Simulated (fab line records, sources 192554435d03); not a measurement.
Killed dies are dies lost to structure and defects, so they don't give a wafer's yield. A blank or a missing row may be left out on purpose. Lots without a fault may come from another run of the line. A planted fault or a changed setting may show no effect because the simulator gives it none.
Split-lot experiment | flow n5_finfet | 7 lots, 21 wafers read, on a route of 1938 steps

THE SPLIT
At N5_BEOL_M11_TRENCH_ETCH_37 (etches SiCOH lowk in C4F6/O2, target depth 148.83 nm, time 48 s), the setting bias_w was moved away from the recipe's 185 W on 6 of the 21 wafers read, by -15.4% to +16.4%. The other wafers ran this setting at the recipe's value.

The reading is taken at the split's own step.

THE READING
rf_vpp_V, in V, at N5_BEOL_M11_TRENCH_ETCH_37 (etches SiCOH lowk in C4F6/O2, target depth 148.83 nm, time 48 s). Fault-free wafers of this fab line usually give 661 V, standard deviation 6.8 V.

wafer  | tool, chamber at the split | bias_w as run, W | against the recipe | rf_vpp_V, V | against lot-mates on the recipe
L074.1 | rie_diel-05, 1             | 185              | recipe             | 662         | -
L074.2 | rie_diel-05, 0             | 185              | recipe             | 665         | -
L074.4 | rie_diel-05, 3             | 185              | recipe             | 659         | -
L076.4 | rie_diel-05, 1             | 185              | recipe             | 661         | -
L076.5 | rie_diel-05, 0             | 156.5            | -15.4%             | 585         | -80
L076.6 | rie_diel-05, 2             | 185              | recipe             | 669         | -
L078.2 | rie_diel-05, 0             | 185              | recipe             | 665         | -
L078.4 | rie_diel-05, 0             | 185              | recipe             | 667         | -
L078.6 | rie_diel-05, 2             | 185              | recipe             | 669         | -
L084.2 | rie_diel-03, 0             | 185              | recipe             | 669         | -
L084.5 | rie_diel-03, 3             | 185              | recipe             | 665         | -
L084.6 | rie_diel-03, 0             | 185              | recipe             | 667         | -
L087.1 | rie_diel-05, 3             | 185              | recipe             | 659         | -
L087.5 | rie_diel-05, 2             | 199.5            | +7.8%              | 708         | +49
L087.6 | rie_diel-05, 3             | 185              | recipe             | 659         | -
L090.1 | rie_diel-03, 0             | 185              | recipe             | 667         | -
L090.3 | rie_diel-03, 3             | 162.7            | -12.1%             | 600         | -67
L090.6 | rie_diel-03, 2             | 162.7            | -12.1%             | 602         | -65
L095.2 | rie_diel-03, 2             | 215.3            | +16.4%             | 750         | +84
L095.4 | rie_diel-03, 0             | 215.3            | +16.4%             | 753         | +87
L095.6 | rie_diel-03, 3             | 185              | recipe             | 666         | -

THE FIT
A straight line over all 21 wafers: rf_vpp_V changes by +5.28 V for each +1% of bias_w; r = +1.00; the points scatter about the line by 3.3 V.
The same after taking each lot's own level away (the mean of its wafers on the recipe; 21 wafers): +5.34 V for each +1%; r = +1.00; scatter 2.7 V.
On that fit, the largest move of bias_w shifts the reading by 87 V.
The lots' own levels span 659.0 to 667.0 V, that is 1.2 times the standard deviation above.
So the lot-to-lot level changes the slope little: the two slopes agree.
Check: with one of the wafers moved furthest among these (+16.4%) left out of the fit, the line predicts +88.9 V for it against its lot-mates. It came out at +84 V against them.
Tool readings at the split's step, against how far the setting was moved: rf_vpp_V r = +1.00.

OTHER SPLITS ON THESE WAFERS
These wafers also went through other splits before the reading. Each is held against what the fit with the lots' levels taken away leaves over:
other split on the same wafers      | wafers away from the commonest value | r with rf_vpp_V (lot level and that fit taken away)
N5_BEOL_M9_COAT_22 spin_rpm         | 7                                    | +0.14
N5_BEOL_M10_VIA_ETCH_34 time_s      | 9                                    | -0.43
N5_BEOL_M10_TRENCH_ETCH_37 source_w | 9                                    | +0.02

THE FILE'S OWN FIT
rf_vpp_V changes by +5.37 V for each +1% of bias_w, r = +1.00.
